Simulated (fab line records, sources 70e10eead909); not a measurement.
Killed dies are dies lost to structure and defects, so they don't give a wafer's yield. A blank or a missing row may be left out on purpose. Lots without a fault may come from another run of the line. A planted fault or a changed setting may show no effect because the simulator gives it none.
Chamber matching | flow nand_harc | NHARC_P_CONTACT_CMP_24 on cmp-01: 4 sister chambers
The step polishes, t overpolish 30 s, target thk 200 nm. 8 wafers are shown with their chamber, then 12 later ones without.

WAFERS WITH THEIR CHAMBER
wafer  | chamber | motor_current_A (A) | overpolish_run_s (s)
L080.3 | 3       | 11.8                | 29.982
L088.4 | 0       | 10.4                | 29.989
L088.5 | 2       | 12.5                | 30.007
L089.5 | 1       | 10.8                | 29.988
L089.6 | 2       | 12.3                | 29.985
L094.2 | 3       | 11.9                | 29.989
L094.4 | 0       | 10.3                | 30.004
L094.6 | 1       | 10.9                | 30.013

WAFERS WITHOUT THEIR CHAMBER
wafer  | motor_current_A (A) | overpolish_run_s (s)
L096.1 | 10.4                | 29.988
L096.2 | 12.3                | 30.016
L096.3 | 12.2                | 29.990
L096.4 | 10.5                | 30.013
L096.5 | 10.5                | 30.000
L096.6 | 10.8                | 30.001
L097.1 | 11.6                | 30.001
L097.3 | 10.9                | 29.994
L097.5 | 10.7                | 29.991
L097.2 | 12.5                | 29.996
L097.4 | 10.5                | 29.999
L097.6 | 12.2                | 29.999

WHICH CHAMBER EACH WENT THROUGH
wafer  | from the rows above     | in truth
L096.1 | 0                       | 0
L096.2 | 2                       | 2
L096.3 | can't be placed: 2 or 3 | 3
L096.4 | can't be placed: 0 or 1 | 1
L096.5 | 0                       | 0
L096.6 | 1                       | 1
L097.1 | 3                       | 3
L097.3 | 1                       | 1
L097.5 | 1                       | 1
L097.2 | 2                       | 2
L097.4 | 0                       | 0
L097.6 | can't be placed: 2 or 3 | 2
Placed correctly: 9 of 12. Can't be placed from these rows: 3 (the true chamber is among the candidates in 3). Placed wrongly: 0.
How it was worked out, from the rows above alone: a wafer's distance from a chamber is the root of the sum, over the readings, of the square of ((its reading less the chamber's mean) divided by the reading's scatter). The wafer belongs to the nearest chamber; if the next one is less than 2 further off, it can't be placed. A chamber's mean is the mean of its shown wafers. The scatter: the root of (the sum of the squares of (reading less its chamber's mean) over the shown wafers, divided by (wafers less chambers)).
